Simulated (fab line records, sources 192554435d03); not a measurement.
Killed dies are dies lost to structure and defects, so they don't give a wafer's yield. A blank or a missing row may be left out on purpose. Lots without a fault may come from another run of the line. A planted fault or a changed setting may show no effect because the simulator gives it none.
fab line records | flow n5_finfet
record lots=7 wafers=21
route steps=1938 shown SD_EPI_N@288 SD_EPI_P@321 SD_ACTIVATION@330 HKMG_FIN@428 GATE_CUT@477
start_h: hours from the record's first day to the start of the lot's first wafer shown | wait_h: hours since the lot's step before | " the same as in the row above | L1.1+2: a row that stands for several wafers | - no value, or no start given | * or withheld: withheld | < > ~ a bound
route shown NAME@n: a module of which the file shows steps, and the number in the route of the first | usual: mean/standard deviation of fault-free wafers | same: alike in all rows | chamber/n: place in a boat | sites: the reading at each site | _std_site: their standard deviation | _edge_site: outer sites' mean less inner sites' | radius_mm: how far each site lies from the wafer's centre | mask NAME#n: copy n | behind: the tool/chamber that last shaped the wafer | hold: why the lot was held/for how many hours/how that ended | device: the transistor (n, p or np) that didn't switch | end of line: the same wafers' tests at the end of the route | a step without rows: its recipe alone | killed: dies lost to structure and defects at the first sort, not the wafer's yield | map: a wafer's dies, x killed, . not, _ none there
set.NAME: the setting as run; set.NAME@STEP: as run at that earlier step | model.NAME: the simulator's own value behind a step, which no gauge read
lots whose settings were changed on purpose; a table a step, a row a wafer
## steps
# step N5_SD_EPI_N_EPI_21
# recipe material=Si:P dopant=P temp_c=680 pressure_torr=255 time_s=690
# columns lot.wafer tool chamber start_h wait_h set.temp_c model.Si-P_of_SD_EPI_N_EPI_21.thk_nm
L076.1 epi_rpcvd-02 0 66.85 0.1 680 59.6
L076.2 " 0 " " 680 59.2
L076.3 " 0 " " 680 58
L080.1 epi_rpcvd-01 0 86.68 0.1 677.6 57.6
L080.4 " 0 " " 680 59.6
L080.5 " 0 " " 680 59.4
L083.2 epi_rpcvd-02 0 103.18 0.4 680 57.8
L083.3+4 " 0 " " 680 58
L084.3 epi_rpcvd-02 0 110.26 0.9 682.8 62.8
L084.4 " 0 " " 680 60.2
L084.6 " 0 " " 680 59
L085.3 epi_rpcvd-02 0 118.75 0.7 676.5 56
L085.4 " 0 " " 680 59.2
L085.6 " 0 " " 680 59.6
L090.1 epi_rpcvd-01 0 148.94 0.1 676.7 55.8
L090.3 " 0 " " 680 60.2
L090.4 " 0 " " 676.7 56.4
L093.1+5 epi_rpcvd-03 0 169.35 0.2 680 58.2
L093.3 " 0 " " 680 58.8
# step N5_SD_EPI_N_PRECLEAN_24
# recipe chemistry=O3/DIW time_s=60 temp_c=22 o3_ppm=10
# step N5_SD_EPI_P_EPI_21
# recipe material=SiGe:B dopant=B temp_c=550 pressure_torr=20 ambient=H2 time_s=355
# step N5_SD_EPI_P_HM_STRIP_48
# recipe chemistry=H3PO4 temp_c=160 material=SiNx target=SiNx target_depth_a=30 overetch_fraction=0.3
# columns lot.wafer tool chamber start_h wait_h set.temp_c@SD_EPI_N_EPI_21 model.Si-P_of_SD_EPI_N_EPI_21.thk_nm
L076.1 wet_bench-02 7 73.19 0.0 680 58.8
L076.2 " 5 " " 680 58.6
L076.3 " 6 " " 680 57.4
L080.1 wet_bench-04 3 93.05 0.0 677.6 57
L080.4 " 0 " " 680 59
L080.5 " 1 " " 680 58.6
L083.2 wet_bench-02 2 109.12 0.0 680 57
L083.3 " 1 " " 680 57.2
L083.4 " 3 " " 680 57.4
L084.3 wet_bench-04 7 116.52 0.0 682.8 62.2
L084.4 " 4 " " 680 59.6
L084.6 " 0 " " 680 58.4
L085.3 wet_bench-02 7 126.15 0.0 676.5 55.4
L085.4 " 2 " " 680 58.4
L085.6 " 6 " " 680 59
L090.1 wet_bench-02 4 155.49 0.0 676.7 55.2
L090.3 " 3 " " 680 59.6
L090.4 " 5 " " 676.7 55.8
L093.1 wet_bench-02 6 176.46 0.0 680 57.6
L093.3 " 7 " " 680 58.2
L093.5 " 4 " " 680 57.4
# step N5_SD_EPI_P_SRD_49
# recipe dry=ipa_marangoni time_s=30 temp_c=23 rinse_liquid=diw
# step N5_SD_EPI_P_PRECLEAN_24
# recipe chemistry=O3/DIW time_s=45 temp_c=22 o3_ppm=10
# step N5_SD_ACTIVATION_RTA_00
# recipe temp_c=975 time_s=0 ambient=N2 idle_temp_c=600 ramp_up_c_per_s=150 ramp_down_c_per_s=60 cool_to_c=600
# step N5_SD_ACTIVATION_LSA_01
# recipe temp_c=1080 time_s=0.0008 ambient=N2
# step N5_SD_ACTIVATION_RS_MEAS_03
# recipe thk_meas_gauge=four-point-probe
# usual RS_SD_N=22.0/0.3 RS_SD_P=56.3/0.99
# columns lot.wafer tool chamber start_h wait_h set.temp_c@SD_EPI_N_EPI_21 RS_SD_N[ohm/sq] RS_SD_P[ohm/sq]
L076.1 film_metro-02 - 73.76 0.2 680 21.8 56.4
L076.2 " - " " 680 22.0 56.9
L076.3 " - " " 680 22.3 56.6
L080.1 film_metro-02 - 93.73 0.2 677.6 22.7 56.7
L080.4 " - " " 680 21.7 56.8
L080.5 " - " " 680 21.9 57.1
L083.2 film_metro-01 - 110.39 0.3 680 22.5 55.7
L083.3 " - " " 680 22.4 55.3
L083.4 " - " " 680 22.5 55.6
L084.3 film_metro-02 - 117.16 0.2 682.8 20.3 56.6
L084.4 " - " " 680 21.2 57.2
L084.6 " - " " 680 21.6 56.9
L085.3 film_metro-02 - 126.82 0.2 676.5 23.2 55.7
L085.4 " - " " 680 21.8 56.1
L085.6 " - " " 680 21.7 55.8
L090.1 film_metro-01 - 156.07 0.2 676.7 23.0 55.5
L090.3 " - " " 680 21.4 57.0
L090.4 " - " " 676.7 22.9 57.1
L093.1 film_metro-01 - 177.03 0.2 680 22.2 57.0
L093.3 " - " " 680 22.0 56.1
L093.5 " - " " 680 22.2 56.1
# step N5_HKMG_FIN_PEB_10
# recipe peb_temp_c=withheld peb_time_s=60 resist=CAR-ArF
# columns lot.wafer tool chamber start_h wait_h set.peb_time_s
L076.1 litho_track-05 0 90.05 0.1 60
L076.2+3 " 0 " " 72.63
L080.1+4+5 litho_track-05 0 113.14 0.1 60
L083.2+3+4 litho_track-03 0 126.80 0.0 60
L084.3+4 litho_track-03 0 133.46 0.0 73.03
L084.6 " 0 " " 60
L085.3+6 litho_track-05 0 143.51 0.0 60
L085.4 " 0 " " 47.76
L090.1+4 litho_track-04 0 172.74 0.1 60
L090.3 " 0 " " 65.28
L093.1+3 litho_track-05 0 193.67 0.1 69.37
L093.5 " 0 " " 60
# step N5_HKMG_FIN_DEVELOP_11
# recipe develop_time_s=30 developer=TMAH resist=CAR-ArF dev_temp_c=23 rinse_liquid=diw dry=air_spin
# columns lot.wafer tool chamber start_h wait_h set.develop_time_s
L076.1+2+3 litho_track-05 0 - - 30
L080.1 litho_track-05 0 - - 30
L080.4+5 " 0 " " 24.05
L083.2+3+4 litho_track-03 0 - - 30
L084.3+4 litho_track-03 0 - - 30
L084.6 " 0 " " 25.18
L085.3+6 litho_track-05 0 - - 33.62
L085.4 " 0 " " 30
L090.1+3+4 litho_track-04 0 - - 30
L093.1+5 litho_track-05 0 - - 24.03
L093.3 " 0 " " 30
# step N5_HKMG_FIN_CD_MEAS_12
# recipe target_cd_nm=92.8 landing_energy_ev=500 detector=se_inlens
# usual cd_nm=92.6/0.8
# columns lot.wafer tool chamber start_h wait_h set.peb_time_s@HKMG_FIN_PEB_10 cd_nm
L076.1 cd_sem-01 0 90.12 - 60 93.3
L076.2 " 0 " " 72.63 98.4
L076.3 " 0 " " 72.63 98.9
L080.1 cd_sem-02 0 113.21 - 60 93.6
L080.4 " 0 " " 60 92.9
L080.5 " 0 " " 60 91.9
L083.2 cd_sem-03 0 126.87 - 60 92.2
L083.3 " 0 " " 60 91.8
L083.4 " 0 " " 60 93.0
L084.3 cd_sem-02 0 133.53 - 73.03 97.9
L084.4 " 0 " " 73.03 98.9
L084.6 " 0 " " 60 90.8
L085.3 cd_sem-02 0 143.57 - 60 93.5
L085.4 " 0 " " 47.76 84.6
L085.6 " 0 " " 60 94.4
L090.1 cd_sem-01 0 172.81 - 60 92.5
L090.3 " 0 " " 65.28 96.5
L090.4 " 0 " " 60 92.9
L093.1 cd_sem-01 0 193.74 - 69.37 96.7
L093.3 " 0 " " 69.37 99.2
L093.5 " 0 " " 60 92.6
# step N5_GATE_CUT_HM_DEP_46
# recipe material=SiO2 target_thk_a=1300 temp_c=400 precursor=TEOS/O2 pressure_torr=6.5 rf_w=900 teos_flow_sccm=161.4 gas=O2 flow_sccm=2650 time_s=26.6
# columns lot.wafer tool chamber start_h wait_h set.time_s model.SiO2_of_GATE_CUT_HM_DEP_46.thk_nm
L076.1 pecvd-04 1 99.06 0.0 27.93 130.4
L076.2 " 2 " " 26.6 126
L076.3 " 0 " " 27.93 132.8
L080.1 pecvd-04 1 121.24 0.0 26.6 124
L080.4 " 1 " " 26.6 126.6
L080.5 " 2 " " 26.6 131
L083.2 pecvd-01 2 135.21 0.0 26.6 126.6
L083.3 " 1 " " 26.6 127.8
L083.4 " 1 " " 26.6 129.2
L084.3 pecvd-03 1 141.31 0.0 22.74 111
L084.4 " 1 " " 22.74 111.2
L084.6 " 0 " " 22.74 113
L085.3 pecvd-01 1 151.31 0.0 26.6 127.6
L085.4 " 2 " " 26.6 128.4
L085.6 " 1 " " 26.6 129
L090.1 pecvd-04 2 181.62 0.0 26.6 128.4
L090.3 " 0 " " 29.05 140
L090.4 " 0 " " 29.05 140.8
L093.1 pecvd-01 1 201.70 0.0 26.6 129
L093.3 " 0 " " 26.6 129.6
L093.5 " 0 " " 26.6 130.4
# step N5_GATE_CUT_EXPOSE_10
# recipe mask_id=GATE_CUT na=0.33 source_shape=annular sigma_inner=0.35 sigma_outer=0.8 polarization=unpolarized target_cd_nm=20 dose_mj=43.25
# columns lot.wafer tool chamber start_h wait_h mask set.dose_mj
L076.1+3 euv_scanner-02 0 99.39 - GATE_CUT#0 43.25
L076.2 " 0 " " GATE_CUT#0 40.21
L080.1+4+5 euv_scanner-01 0 121.57 - GATE_CUT#0 43.25
L083.2+3+4 euv_scanner-01 0 136.34 - GATE_CUT#0 43.25
L084.3 euv_scanner-02 0 141.66 - GATE_CUT#0 41.43
L084.4+6 " 0 " " GATE_CUT#0 43.25
L085.3+4 euv_scanner-02 0 151.53 - GATE_CUT#0 43.25
L085.6 " 0 " " GATE_CUT#0 40.37
L090.1+3 euv_scanner-01 0 181.95 - GATE_CUT#0 43.25
L090.4 " 0 " " GATE_CUT#0 41.91
L093.1+3+5 euv_scanner-02 0 201.90 - GATE_CUT#0 43.25
# step N5_GATE_CUT_PEB_11
# recipe peb_temp_c=100 peb_time_s=60 resist=CAR-EUV
# step N5_GATE_CUT_DEVELOP_12
# recipe develop_time_s=30 developer=TMAH resist=CAR-EUV rinse_liquid=surfactant_rinse dry=air_spin dev_temp_c=23
# step N5_GATE_CUT_CD_MEAS_13
# recipe target_cd_nm=20 landing_energy_ev=500 detector=se_inlens
# usual cd_nm=19.97/0.25
# columns lot.wafer tool chamber start_h wait_h set.dose_mj@GATE_CUT_EXPOSE_10 cd_nm
L076.1 cd_sem-02 0 99.52 - 43.25 19.88
L076.2 " 0 " " 40.21 18.26
L076.3 " 0 " " 43.25 20.05
L080.1 cd_sem-03 0 121.71 - 43.25 20.16
L080.4 " 0 " " 43.25 20.23
L080.5 " 0 " " 43.25 20.02
L083.2 cd_sem-03 0 136.47 - 43.25 20.16
L083.3 " 0 " " 43.25 19.73
L083.4 " 0 " " 43.25 19.97
L084.3 cd_sem-02 0 141.78 - 41.43 18.61
L084.4 " 0 " " 43.25 20.03
L084.6 " 0 " " 43.25 19.60
L085.3 cd_sem-03 0 151.65 - 43.25 19.98
L085.4 " 0 " " 43.25 19.78
L085.6 " 0 " " 40.37 18.15
L090.1 cd_sem-01 0 182.08 - 43.25 20.19
L090.3 " 0 " " 43.25 19.71
L090.4 " 0 " " 41.91 19.34
L093.1 cd_sem-01 0 202.04 - 43.25 20.34
L093.3 " 0 " " 43.25 19.88
L093.5 " 0 " " 43.25 20.45
# step N5_GATE_CUT_DESCUM_18
# recipe chemistry=O2 time_s=7 source_power_w=50 bias_power_w=20 pressure_mtorr=20 rf_frequency_hz=2.712e+07 temp_c=40 resist=CAR-EUV o2_flow_sccm=225
# columns lot.wafer tool chamber start_h wait_h set.dose_mj@GATE_CUT_EXPOSE_10 model.GATE_CUT.cd_nm
L076.1 rie_diel-02 3 99.72 0.1 43.25 19.8
L076.2 " 1 " " 40.21 18.4
L076.3 " 0 " " 43.25 20
L080.1 rie_diel-06 1 122.30 0.5 43.25 20.2
L080.4+5 " 0,1 " " 43.25 20
L083.2 rie_diel-02 1 138.93 2.4 43.25 20
L083.3+4 " 3,0 " " 43.25 20.2
L084.3 rie_diel-06 1 143.49 1.6 41.43 19
L084.4 " 0 " " 43.25 19.8
L084.6 " 0 " " 43.25 19.6
L085.3 rie_diel-06 2 151.77 0.0 43.25 20.2
L085.4 " 0 " " 43.25 20
L085.6 " 1 " " 40.37 18.4
L090.1 rie_diel-06 1 182.21 0.0 43.25 20.2
L090.3 " 2 " " 43.25 20
L090.4 " 0 " " 41.91 19.2
L093.1 rie_diel-04 0 202.27 0.1 43.25 20
L093.3+5 " 1,3 " " 43.25 20.2
# step N5_GATE_CUT_ETCH_28
# recipe chemistry=N2/H2 target=underlayer target_depth_a=130 mask_material=CAR-EUV time_s=10.4 ion_energy_ev=200 pressure_mtorr=30 source_w=840 bias_w=150 n2_flow_sccm=200 h2_flow_sccm=200 ends=cleared
# columns lot.wafer tool chamber start_h wait_h set.dose_mj@GATE_CUT_EXPOSE_10 model.GATE_CUT.cd_nm
L076.1 rie_diel-02 3 99.76 0.0 43.25 19.8
L076.2 " 1 " " 40.21 18.2
L076.3 " 0 " " 43.25 20
L080.1 rie_diel-06 1 122.33 0.0 43.25 20.2
L080.4+5 " 0,1 " " 43.25 20
L083.2 rie_diel-02 1 138.96 0.0 43.25 19.8
L083.3 " 3 " " 43.25 20.2
L083.4 " 0 " " 43.25 20
L084.3 rie_diel-06 1 143.53 0.0 41.43 19
L084.4+6 " 0 " " 43.25 19.8
L085.3 rie_diel-06 2 151.81 0.0 43.25 20.2
L085.4 " 0 " " 43.25 20
L085.6 " 1 " " 40.37 18.4
L090.1 rie_diel-06 1 182.24 0.0 43.25 20.2
L090.3 " 2 " " 43.25 20
L090.4 " 0 " " 41.91 19.2
L093.1 rie_diel-04 0 202.31 0.0 43.25 20
L093.3+5 " 1,3 " " 43.25 20.2
# step N5_GATE_CUT_ETCH_36
# recipe chemistry=CF4 target=SiARC target_depth_a=130 mask_material=CAR-EUV time_s=21.7 ion_energy_ev=80 pressure_mtorr=40 source_w=545 bias_w=36 Ar_flow_sccm=100 cf4_flow_sccm=100 ends=cleared
# step N5_GATE_CUT_ETCH_37
# recipe chemistry=N2/H2 target=SOC target_depth_a=600 overetch_a=120 mask_material=SiARC temp_c=40 time_s=90 ion_energy_ev=200 pressure_mtorr=30 source_w=840 bias_w=150 n2_flow_sccm=200 h2_flow_sccm=200
# step N5_GATE_CUT_STRIP_38
# recipe chemistry=N2/H2 temp_c=40 n2_flow_sccm=200 h2_flow_sccm=200 rf_frequency_hz=6e+07
# step N5_GATE_CUT_STRIP_39
# recipe chemistry=N2/H2 temp_c=40 n2_flow_sccm=200 h2_flow_sccm=200 rf_frequency_hz=6e+07
# step N5_GATE_CUT_HM_OPEN_40
# recipe chemistry=C4F6/O2 target=SiO2 mask_material=SiARC target_depth_a=1390 time_s=85.1 ion_energy_ev=250 pressure_mtorr=30 source_w=345 bias_w=185 Ar_flow_sccm=300 C4F6_flow_sccm=10 O2_flow_sccm=10 ends=cleared
# columns lot.wafer tool chamber start_h wait_h set.time_s@GATE_CUT_HM_DEP_46 set.dose_mj@GATE_CUT_EXPOSE_10 model.etch.depth_nm model.GATE_CUT.cd_nm
L076.1 rie_diel-02 3 99.89 0.0 27.93 43.25 130.5 20
L076.2 " 1 " " 26.6 40.21 126.1 18
L076.3 " 0 " " 27.93 43.25 132.8 20
L080.1 rie_diel-06 1 122.46 0.0 26.6 43.25 124.1 20.4
L080.4 " 0 " " 26.6 43.25 126.6 20.4
L080.5 " 1 " " 26.6 43.25 131.1 20.4
L083.2 rie_diel-02 1 139.09 0.0 26.6 43.25 126.7 19.8
L083.3 " 3 " " 26.6 43.25 127.9 20.6
L083.4 " 0 " " 26.6 43.25 129.1 20.2
L084.3 rie_diel-06 1 143.66 0.0 22.74 41.43 111 18.8
L084.4 " 0 " " 22.74 43.25 111.3 20.2
L084.6 " 0 " " 22.74 43.25 113 20.2
L085.3 rie_diel-06 2 151.94 0.0 26.6 43.25 127.6 20
L085.4 " 0 " " 26.6 43.25 128.4 20.2
L085.6 " 1 " " 26.6 40.37 129.1 18.6
L090.1 rie_diel-06 1 182.37 0.0 26.6 43.25 128.5 20.2
L090.3 " 2 " " 29.05 43.25 139.9 20
L090.4 " 0 " " 29.05 41.91 140.8 19.4
L093.1 rie_diel-04 0 202.44 0.0 26.6 43.25 128.9 20.4
L093.3 " 1 " " 26.6 43.25 129.5 20.2
L093.5 " 3 " " 26.6 43.25 130.3 20.4
# step N5_GATE_CUT_STRIP_41
# recipe chemistry=CF4 resist=SiARC power_w=300 bias_power_w=75 pressure_mtorr=50 cf4_flow_sccm=150 rf_frequency_hz=6e+07
# step N5_GATE_CUT_STRIP_42
# recipe chemistry=O2 power_w=400 temp_c=40 pressure_mtorr=30 rf_frequency_hz=6e+07 bias_power_w=0 overash_fraction=0.3 o2_flow_sccm=225
# step N5_GATE_CUT_ETCH_19
# recipe chemistry=CH3F/O2 target=SiNx mask_material=SiO2 target_depth_a=537 time_s=76.7 pressure_mtorr=30 source_w=395 bias_w=73 Ar_flow_sccm=150 CH3F_flow_sccm=30 O2_flow_sccm=20 ion_energy_ev=120 ends=cleared
# columns lot.wafer tool chamber start_h wait_h set.time_s@GATE_CUT_HM_DEP_46 set.dose_mj@GATE_CUT_EXPOSE_10 model.SiO2_of_GATE_CUT_HM_DEP_46.thk_nm model.GATE_CUT.cd_nm
L076.1 rie_diel-02 3 100.01 0.0 27.93 43.25 126 20
L076.2 " 1 " " 26.6 40.21 121.6 18
L076.3 " 0 " " 27.93 43.25 128.4 19.8
L080.1 rie_diel-06 1 122.58 0.0 26.6 43.25 119.6 20.4
L080.4 " 0 " " 26.6 43.25 122 20.4
L080.5 " 1 " " 26.6 43.25 126.6 20.4
L083.2 rie_diel-02 1 139.21 0.0 26.6 43.25 122.2 19.6
L083.3 " 3 " " 26.6 43.25 123.4 20.6
L083.4 " 0 " " 26.6 43.25 124.6 20.2
L084.3 rie_diel-06 1 143.78 0.0 22.74 41.43 106.4 18.8
L084.4 " 0 " " 22.74 43.25 106.8 20.2
L084.6 " 0 " " 22.74 43.25 108.4 20.2
L085.3 rie_diel-06 2 152.06 0.0 26.6 43.25 123 20
L085.4 " 0 " " 26.6 43.25 123.8 20.4
L085.6 " 1 " " 26.6 40.37 124.6 18.6
L090.1 rie_diel-06 1 182.49 0.0 26.6 43.25 124 20.2
L090.3 " 2 " " 29.05 43.25 135.4 20.2
L090.4 " 0 " " 29.05 41.91 136.4 19.6
L093.1 rie_diel-04 0 202.56 0.0 26.6 43.25 124.6 20.4
L093.3 " 1 " " 26.6 43.25 125 20.2
L093.5 " 3 " " 26.6 43.25 125.8 20.6
## key
split step=N5_SD_EPI_N_EPI_21 setting=temp_c stated=680 by=wafer
response step=N5_SD_EPI_N_EPI_21 reading=model.Si-P_of_SD_EPI_N_EPI_21.thk_nm change=+7.21 per=1% r=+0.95
response step=N5_SD_EPI_P_HM_STRIP_48 reading=model.Si-P_of_SD_EPI_N_EPI_21.thk_nm change=+7.1 per=1% r=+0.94
response step=N5_SD_ACTIVATION_RS_MEAS_03 reading=RS_SD_N change=-2.88 per=1% r=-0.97
split step=N5_HKMG_FIN_PEB_10 setting=peb_time_s stated=60 by=wafer
response step=N5_HKMG_FIN_CD_MEAS_12 reading=cd_nm change=+0.354 per=1% r=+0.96
split step=N5_HKMG_FIN_DEVELOP_11 setting=develop_time_s stated=30 by=wafer
response none clear
split step=N5_GATE_CUT_HM_DEP_46 setting=time_s stated=26.6 by=wafer
response step=N5_GATE_CUT_HM_DEP_46 reading=model.SiO2_of_GATE_CUT_HM_DEP_46.thk_nm change=+1.26 per=1% r=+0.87
response step=N5_GATE_CUT_HM_OPEN_40 reading=model.etch.depth_nm change=+1.25 per=1% r=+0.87
response step=N5_GATE_CUT_ETCH_19 reading=model.SiO2_of_GATE_CUT_HM_DEP_46.thk_nm change=+1.25 per=1% r=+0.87
split step=N5_GATE_CUT_EXPOSE_10 setting=dose_mj stated=43.25 by=wafer
response step=N5_GATE_CUT_CD_MEAS_13 reading=cd_nm change=+0.252 per=1% r=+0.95
response step=N5_GATE_CUT_DESCUM_18 reading=model.GATE_CUT.cd_nm change=+0.228 per=1% r=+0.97
response step=N5_GATE_CUT_ETCH_28 reading=model.GATE_CUT.cd_nm change=+0.243 per=1% r=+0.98
response step=N5_GATE_CUT_HM_OPEN_40 reading=model.GATE_CUT.cd_nm change=+0.265 per=1% r=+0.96
response step=N5_GATE_CUT_ETCH_19 reading=model.GATE_CUT.cd_nm change=+0.262 per=1% r=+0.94
